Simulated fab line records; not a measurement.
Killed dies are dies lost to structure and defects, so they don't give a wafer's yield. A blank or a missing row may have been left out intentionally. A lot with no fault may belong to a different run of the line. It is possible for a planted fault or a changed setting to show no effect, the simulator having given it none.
Matching of chambers || flow n5Finfet || N5_BEOL_M2_DEP_57 on pecvd-04 has 3 sister chambers
The step deposits SiCN from 3MS/NH3, target thk 8 nm, time 14 s. 6 wafers are shown with their chamber, then 8 later ones without.

== WAFERS, EACH WITH ITS CHAMBER ==
{"wafer": "L091.2", "chamber": 2, "showerheadPlenumPTorr (Torr)": 3.650, "throttleValvePct (%)": 9.0}
{"wafer": "L091.3", "chamber": 0, "showerheadPlenumPTorr (Torr)": 3.682, "throttleValvePct (%)": 9.7}
{"wafer": "L091.4", "chamber": 2, "showerheadPlenumPTorr (Torr)": 3.653, "throttleValvePct (%)": 9.0}
{"wafer": "L091.5", "chamber": 0, "showerheadPlenumPTorr (Torr)": 3.689, "throttleValvePct (%)": 9.4}
{"wafer": "L091.6", "chamber": 1, "showerheadPlenumPTorr (Torr)": 3.675, "throttleValvePct (%)": 9.1}
{"wafer": "L094.1", "chamber": 1, "showerheadPlenumPTorr (Torr)": 3.673, "throttleValvePct (%)": 9.3}

== WAFERS WHOSE CHAMBER IS MISSING ==
{"wafer": "L094.2", "showerheadPlenumPTorr (Torr)": 3.649, "throttleValvePct (%)": 8.9}
{"wafer": "L094.3", "showerheadPlenumPTorr (Torr)": 3.691, "throttleValvePct (%)": 9.2}
{"wafer": "L094.4", "showerheadPlenumPTorr (Torr)": 3.678, "throttleValvePct (%)": 9.2}
{"wafer": "L094.5", "showerheadPlenumPTorr (Torr)": 3.685, "throttleValvePct (%)": 9.6}
{"wafer": "L094.6", "showerheadPlenumPTorr (Torr)": 3.661, "throttleValvePct (%)": 9.0}
{"wafer": "L096.1", "showerheadPlenumPTorr (Torr)": 3.686, "throttleValvePct (%)": 9.5}
{"wafer": "L096.2", "showerheadPlenumPTorr (Torr)": 3.670, "throttleValvePct (%)": 9.1}
{"wafer": "L096.6", "showerheadPlenumPTorr (Torr)": 3.653, "throttleValvePct (%)": 8.9}

== CHAMBER TAKEN BY EACH ==
{"wafer": "L094.2", "from the rows above": 2, "in truth": 2}
{"wafer": "L094.3", "from the rows above": 0, "in truth": 0}
{"wafer": "L094.4", "from the rows above": 1, "in truth": 1}
{"wafer": "L094.5", "from the rows above": 0, "in truth": 0}
{"wafer": "L094.6", "from the rows above": "can't be placed: 2 or 1", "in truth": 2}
{"wafer": "L096.1", "from the rows above": 0, "in truth": 0}
{"wafer": "L096.2", "from the rows above": 1, "in truth": 1}
{"wafer": "L096.6", "from the rows above": 2, "in truth": 2}
Placed correctly: 7 of 8. These rows do not allow placing 1 (true chamber among the candidates in 1). 0 placed wrongly.
How it was worked out, from the rows above alone: a wafer's distance from a chamber is the root of the sum, over the readings, of the square of ((its reading less the chamber's mean) divided by the reading's scatter). The wafer belongs to the nearest chamber; if the next one is less than 2 further off, it can't be placed. For every chamber, the mean is computed from those of its wafers that are shown. How the scatter is found: for the shown wafers, subtract from each reading the mean of its chamber, square and add these, divide the total by (wafers less chambers), then take the root.
